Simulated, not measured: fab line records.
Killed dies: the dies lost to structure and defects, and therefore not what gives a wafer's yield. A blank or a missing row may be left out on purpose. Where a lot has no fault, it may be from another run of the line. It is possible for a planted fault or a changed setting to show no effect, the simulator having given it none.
The tool behind it: which one? :: flow nand_harc :: 72 wafers from 24 lots sampled at 3 of the route's 1302 steps

== WHAT THE GAUGES SHOWED, per wafer ==
NHARC_A_CONTACT_INSPECT_71.
lot: L075
measured: day 21 23:34
on: defect_inspect-01
raw_defect_count: 63 62 78

lot: L074
measured: day 22 09:47
on: defect_inspect-02
raw_defect_count: 87 85 76

lot: L077
measured: day 22 16:08
on: defect_inspect-01
raw_defect_count: 64 56 61

lot: L076
measured: day 22 16:26
on: defect_inspect-02
raw_defect_count: 59 51 52

lot: L079
measured: day 23 08:07
on: defect_inspect-01
raw_defect_count: 23 19 17

lot: L078
measured: day 23 21:50
on: defect_inspect-02
raw_defect_count: 108 108 116

lot: L080
measured: day 27 08:51
on: defect_inspect-02
raw_defect_count: 73 83 97

lot: L081
measured: day 24 16:38
on: defect_inspect-02
raw_defect_count: 178 175 163

lot: L082
measured: day 25 01:22
on: defect_inspect-02
raw_defect_count: 65 73 81

lot: L083
measured: day 25 15:33
on: defect_inspect-02
raw_defect_count: 88 96 78

lot: L084
measured: day 26 05:07
on: defect_inspect-01
raw_defect_count: 37 35 51

lot: L086
measured: day 26 07:49
on: defect_inspect-01
raw_defect_count: 49 37 51

lot: L085
measured: day 26 13:55
on: defect_inspect-02
raw_defect_count: 113 106 119

lot: L088
measured: day 27 10:11
on: defect_inspect-01
raw_defect_count: 78 70 76

lot: L089
measured: day 27 11:17
on: defect_inspect-01
raw_defect_count: 101 89 86

lot: L087
measured: day 28 06:44
on: defect_inspect-01
raw_defect_count: 85 92 90

lot: L090
measured: day 28 16:45
on: defect_inspect-02
raw_defect_count: 84 86 91

lot: L091
measured: day 29 11:49
on: defect_inspect-02
raw_defect_count: 63 52 59

lot: L092
measured: day 29 23:10
on: defect_inspect-02
raw_defect_count: 23 29 24

lot: L093
measured: day 30 03:08
on: defect_inspect-02
raw_defect_count: 121 124 96

lot: L094
measured: day 30 04:27
on: defect_inspect-02
raw_defect_count: 20 16 24

lot: L095
measured: day 30 13:28
on: defect_inspect-02
raw_defect_count: 13 9 18

lot: L097
measured: day 30 19:21
on: defect_inspect-02
raw_defect_count: 143 117 151

lot: L096
measured: day 30 19:35
on: defect_inspect-01
raw_defect_count: 17 18 13

== EACH LOT AND THE TOOL THAT RAN IT (in order: tool; ch and the chambers of the sampled wafers; start) ==
lot: L075
NHARC_A_CONTACT_ETCH_49: rie_diel-13 ch 1,2, day 21 17:07 or earlier
NHARC_A_CONTACT_ETCH_122: har_cap_etch-03 ch 0,1, day 21 17:07

lot: L074
NHARC_A_CONTACT_ETCH_49: rie_diel-02 ch 0,2,3, day 22 02:46 or earlier
NHARC_A_CONTACT_ETCH_122: har_cap_etch-02 ch 0,1, day 22 02:46

lot: L077
NHARC_A_CONTACT_ETCH_49: rie_diel-02 ch 2,3, day 22 08:37 or earlier
NHARC_A_CONTACT_ETCH_122: har_cap_etch-03 ch 0,1, day 22 08:37

lot: L076
NHARC_A_CONTACT_ETCH_49: rie_diel-13 ch 0,1,2, day 22 09:11 or earlier
NHARC_A_CONTACT_ETCH_122: har_cap_etch-02 ch 0,1, day 22 09:11

lot: L079
NHARC_A_CONTACT_ETCH_49: rie_diel-09 ch 0,2,3, day 23 01:40 or earlier
NHARC_A_CONTACT_ETCH_122: har_cap_etch-03 ch 0,1, day 23 01:40

lot: L078
NHARC_A_CONTACT_ETCH_49: rie_diel-09 ch 1,2,3, day 23 15:35 or earlier
NHARC_A_CONTACT_ETCH_122: har_cap_etch-02 ch 0,1, day 23 15:35

lot: L080
NHARC_A_CONTACT_ETCH_49: rie_diel-02 ch 0,2,3, day 27 01:57 or earlier
NHARC_A_CONTACT_ETCH_122: har_cap_etch-02 ch 0,1, day 27 01:57

lot: L081
NHARC_A_CONTACT_ETCH_49: rie_diel-02 ch 1,2,3, day 24 09:02 or earlier
NHARC_A_CONTACT_ETCH_122: har_cap_etch-01 ch 0,1, day 24 09:02

lot: L082
NHARC_A_CONTACT_ETCH_49: rie_diel-02 ch 0,1, day 24 19:02 or earlier
NHARC_A_CONTACT_ETCH_122: har_cap_etch-01 ch 0,1, day 24 19:02

lot: L083
NHARC_A_CONTACT_ETCH_49: rie_diel-13 ch 0,2,3, day 25 09:00 or earlier
NHARC_A_CONTACT_ETCH_122: har_cap_etch-01 ch 0,1, day 25 09:00

lot: L084
NHARC_A_CONTACT_ETCH_49: rie_diel-13 ch 0,1, day 25 21:00 or earlier
NHARC_A_CONTACT_ETCH_122: har_cap_etch-03 ch 0,1, day 25 21:00

lot: L086
NHARC_A_CONTACT_ETCH_49: rie_diel-13 ch 2,3, day 26 00:26 or earlier
NHARC_A_CONTACT_ETCH_122: har_cap_etch-01 ch 0,1, day 26 00:26

lot: L085
NHARC_A_CONTACT_ETCH_49: rie_diel-09 ch 0,1,2, day 26 06:45 or earlier
NHARC_A_CONTACT_ETCH_122: har_cap_etch-01 ch 0,1, day 26 06:45

lot: L088
NHARC_A_CONTACT_ETCH_49: rie_diel-09 ch 1,2,3, day 27 02:17 or earlier
NHARC_A_CONTACT_ETCH_122: har_cap_etch-01 ch 0,1, day 27 02:17

lot: L089
NHARC_A_CONTACT_ETCH_49: rie_diel-02 ch 1,2,3, day 27 02:25 or earlier
NHARC_A_CONTACT_ETCH_122: har_cap_etch-03 ch 0,1, day 27 02:25

lot: L087
NHARC_A_CONTACT_ETCH_49: rie_diel-09 ch 1,3, day 28 00:26 or earlier
NHARC_A_CONTACT_ETCH_122: har_cap_etch-01 ch 0,1, day 28 00:26

lot: L090
NHARC_A_CONTACT_ETCH_49: rie_diel-02 ch 1,2,3, day 28 10:26 or earlier
NHARC_A_CONTACT_ETCH_122: har_cap_etch-02 ch 0,1, day 28 10:26

lot: L091
NHARC_A_CONTACT_ETCH_49: rie_diel-02 ch 0,1,3, day 29 05:20 or earlier
NHARC_A_CONTACT_ETCH_122: har_cap_etch-02 ch 0,1, day 29 05:20

lot: L092
NHARC_A_CONTACT_ETCH_49: rie_diel-02 ch 1,2, day 29 16:56 or earlier
NHARC_A_CONTACT_ETCH_122: har_cap_etch-01 ch 0,1, day 29 16:56

lot: L093
NHARC_A_CONTACT_ETCH_49: rie_diel-09 ch 0,1,3, day 29 20:10 or earlier
NHARC_A_CONTACT_ETCH_122: har_cap_etch-02 ch 0,1, day 29 20:10

lot: L094
NHARC_A_CONTACT_ETCH_49: rie_diel-09 ch 0,2,3, day 29 21:44 or earlier
NHARC_A_CONTACT_ETCH_122: har_cap_etch-03 ch 0, day 29 21:44

lot: L095
NHARC_A_CONTACT_ETCH_49: rie_diel-09 ch 1,2,3, day 30 04:54 or earlier
NHARC_A_CONTACT_ETCH_122: har_cap_etch-03 ch 0,1, day 30 04:54

lot: L097
NHARC_A_CONTACT_ETCH_49: rie_diel-09 ch 1,2,3, day 30 12:04 or earlier
NHARC_A_CONTACT_ETCH_122: har_cap_etch-03 ch 0,1, day 30 12:04

lot: L096
NHARC_A_CONTACT_ETCH_49: rie_diel-02 ch 0,2,3, day 30 12:38 or earlier
NHARC_A_CONTACT_ETCH_122: har_cap_etch-01 ch 0,1, day 30 12:38
- NHARC_A_CONTACT_ETCH_49: etches the open film in N2/H2, target depth 260 nm, time 475.3 s.
- NHARC_A_CONTACT_ETCH_122: etches the open film in C4F8/O2/Ar, time 190 s, target depth 1850 nm.

== WHAT THE TOOLS THEMSELVES READ (means of the sampled wafers that have a number; where no wafer has one, the mark that the record gives instead) ==
NHARC_A_CONTACT_ETCH_49.
lot: L075
tool: rie_diel-13
drypump_motor_current_A (A): 5.8
oes_product_au (a.u.): 0.997
rf_vpp_V (V): 431.6
showerhead_plenum_p_Torr (Torr): 2.11
throttle_valve_pct (%): 14.167

lot: L074
tool: rie_diel-02
drypump_motor_current_A (A): 6.4
oes_product_au (a.u.): 0.992
rf_vpp_V (V): 429.9
showerhead_plenum_p_Torr (Torr): 2.03
throttle_valve_pct (%): 14.167

lot: L077
tool: rie_diel-02
drypump_motor_current_A (A): 6.5
oes_product_au (a.u.): 0.985
rf_vpp_V (V): 428.4
showerhead_plenum_p_Torr (Torr): 1.94
throttle_valve_pct (%): 14.173

lot: L076
tool: rie_diel-13
drypump_motor_current_A (A): 6.0
oes_product_au (a.u.): 0.995
rf_vpp_V (V): 433.4
showerhead_plenum_p_Torr (Torr): 2.10
throttle_valve_pct (%): 14.164

lot: L079
tool: rie_diel-09
drypump_motor_current_A (A): 5.3
oes_product_au (a.u.): 0.982
rf_vpp_V (V): 432.6
showerhead_plenum_p_Torr (Torr): 2.13
throttle_valve_pct (%): 14.179

lot: L078
tool: rie_diel-09
drypump_motor_current_A (A): 5.4
oes_product_au (a.u.): 1.000
rf_vpp_V (V): 430.5
showerhead_plenum_p_Torr (Torr): 2.07
throttle_valve_pct (%): 14.169

lot: L080
tool: rie_diel-02
drypump_motor_current_A (A): 6.4
oes_product_au (a.u.): 0.984
rf_vpp_V (V): 429.9
showerhead_plenum_p_Torr (Torr): 2.03
throttle_valve_pct (%): 14.181

lot: L081
tool: rie_diel-02
drypump_motor_current_A (A): 6.5
oes_product_au (a.u.): 1.006
rf_vpp_V (V): 428.7
showerhead_plenum_p_Torr (Torr): 1.98
throttle_valve_pct (%): 14.177

lot: L082
tool: rie_diel-02
drypump_motor_current_A (A): 6.3
oes_product_au (a.u.): 0.984
rf_vpp_V (V): 432.0
showerhead_plenum_p_Torr (Torr): 2.10
throttle_valve_pct (%): 14.179

lot: L083
tool: rie_diel-13
drypump_motor_current_A (A): 5.7
oes_product_au (a.u.): 1.017
rf_vpp_V (V): 433.6
showerhead_plenum_p_Torr (Torr): 2.13
throttle_valve_pct (%): 14.161

lot: L084
tool: rie_diel-13
drypump_motor_current_A (A): 6.3
oes_product_au (a.u.): 1.018
rf_vpp_V (V): 431.7
showerhead_plenum_p_Torr (Torr): 2.09
throttle_valve_pct (%): 14.171

lot: L086
tool: rie_diel-13
drypump_motor_current_A (A): 5.7
oes_product_au (a.u.): 0.991
rf_vpp_V (V): 433.1
showerhead_plenum_p_Torr (Torr): 2.16
throttle_valve_pct (%): 14.169

lot: L085
tool: rie_diel-09
drypump_motor_current_A (A): 5.6
oes_product_au (a.u.): 1.003
rf_vpp_V (V): 432.4
showerhead_plenum_p_Torr (Torr): 2.13
throttle_valve_pct (%): 14.178

lot: L088
tool: rie_diel-09
drypump_motor_current_A (A): 5.5
oes_product_au (a.u.): 1.007
rf_vpp_V (V): 431.1
showerhead_plenum_p_Torr (Torr): 2.06
throttle_valve_pct (%): 14.169

lot: L089
tool: rie_diel-02
drypump_motor_current_A (A): 6.5
oes_product_au (a.u.): 0.986
rf_vpp_V (V): 428.0
showerhead_plenum_p_Torr (Torr): 1.98
throttle_valve_pct (%): 14.162

lot: L087
tool: rie_diel-09
drypump_motor_current_A (A): 5.8
oes_product_au (a.u.): 0.997
rf_vpp_V (V): 428.7
showerhead_plenum_p_Torr (Torr): 1.99
throttle_valve_pct (%): 14.169

lot: L090
tool: rie_diel-02
drypump_motor_current_A (A): 6.6
oes_product_au (a.u.): 0.996
rf_vpp_V (V): 428.4
showerhead_plenum_p_Torr (Torr): 1.97
throttle_valve_pct (%): 14.173

lot: L091
tool: rie_diel-02
drypump_motor_current_A (A): 6.5
oes_product_au (a.u.): 0.989
rf_vpp_V (V): 429.2
showerhead_plenum_p_Torr (Torr): 2.01
throttle_valve_pct (%): 14.165

lot: L092
tool: rie_diel-02
drypump_motor_current_A (A): 6.5
oes_product_au (a.u.): 0.997
rf_vpp_V (V): 429.1
showerhead_plenum_p_Torr (Torr): 2.02
throttle_valve_pct (%): 14.165

lot: L093
tool: rie_diel-09
drypump_motor_current_A (A): 5.7
oes_product_au (a.u.): 0.997
rf_vpp_V (V): 430.5
showerhead_plenum_p_Torr (Torr): 2.04
throttle_valve_pct (%): 14.176

lot: L094
tool: rie_diel-09
drypump_motor_current_A (A): 5.3
oes_product_au (a.u.): 0.992
rf_vpp_V (V): 432.0
showerhead_plenum_p_Torr (Torr): 2.11
throttle_valve_pct (%): 14.168

lot: L095
tool: rie_diel-09
drypump_motor_current_A (A): 5.5
oes_product_au (a.u.): 0.995
rf_vpp_V (V): 430.6
showerhead_plenum_p_Torr (Torr): 2.05
throttle_valve_pct (%): 14.174

lot: L097
tool: rie_diel-09
drypump_motor_current_A (A): 5.5
oes_product_au (a.u.): 1.000
rf_vpp_V (V): 431.4
showerhead_plenum_p_Torr (Torr): 2.05
throttle_valve_pct (%): 14.171

lot: L096
tool: rie_diel-02
drypump_motor_current_A (A): 6.4
oes_product_au (a.u.): 0.995
rf_vpp_V (V): 429.9
showerhead_plenum_p_Torr (Torr): 2.02
throttle_valve_pct (%): 14.173

== THE ANSWER, worked out from the rows above alone ==
Rule: usual is defined by the lots themselves. Put in order of their means at a reading, lots are off if they are a third of the lots or fewer, leave a main group of 4 or more, and stand apart from it by a gap of 3 or more times the standard deviation of the main group's means; of several such gaps the widest counts. A main group is skipped when, at the precision printed for the reading in the tables above, its means are all equal. A lot without any number at a reading at which 4 lots or more have one is off too. The other lots that the step has rows for count as sound. After the gauges, taken in route order, come the tools' own readings; for these a lot's mean is taken, as printed above. The first step at which some lot is off is used, and at that step the reading that is off furthest; a lot without a number counts as furthest.
No lot is off at any reading shown: from this, nothing can be told.

== WHAT THE SIMULATOR HAD PUT IN ==
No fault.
